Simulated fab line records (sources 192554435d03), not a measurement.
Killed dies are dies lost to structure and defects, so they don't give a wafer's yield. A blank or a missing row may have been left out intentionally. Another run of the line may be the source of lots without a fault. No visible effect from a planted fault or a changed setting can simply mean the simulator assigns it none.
Matching of chambers	flow n5 finfet	3 sister chambers for N5_BEOL_M6_ILD_DEP_00 on pecvd-01
The step deposits SiCOH lowk from DEMS/porogen, target thk 179.75 nm, time 33.4 s. 6 wafers are shown with their chamber, then 9 later ones without.

== EACH WAFER AND ITS CHAMBER ==
wafer	chamber	throttle valve pct (%)	showerhead plenum p Torr (Torr)
L083.1	2	13.2	5.750
L083.2	1	13.8	5.760
L083.3	0	15.3	5.722
L083.4	2	13.1	5.735
L083.5	0	15.2	5.733
L083.6	1	13.6	5.761

== WAFERS MISSING THEIR CHAMBER ==
wafer	throttle valve pct (%)	showerhead plenum p Torr (Torr)
L093.1	13.7	5.740
L093.4	13.2	5.746
L093.5	15.1	5.748
L082.1	13.9	5.755
L082.3	13.1	5.740
L082.6	15.4	5.744
L096.3	15.0	5.727
L096.4	15.2	5.735
L096.6	12.9	5.734

== THE CHAMBER EACH PASSED THROUGH ==
wafer	from the rows above	in truth
L093.1	1	1
L093.4	2	2
L093.5	0	0
L082.1	1	1
L082.3	2	2
L082.6	0	0
L096.3	0	0
L096.4	0	0
L096.6	2	2
Placed correctly: 9 of 9. Number that these rows cannot place: 0. Wrongly placed: 0.
How it was worked out, from the rows above alone: a wafer's distance from a chamber is the root of the sum, over the readings, of the square of ((its reading less the chamber's mean) divided by the reading's scatter). The wafer belongs to the nearest chamber; if the next one is less than 2 further off, it can't be placed. For every chamber, the mean is computed from those of its wafers that are shown. How the scatter is found: for the shown wafers, subtract from each reading the mean of its chamber, square and add these, divide the total by (wafers less chambers), then take the root.
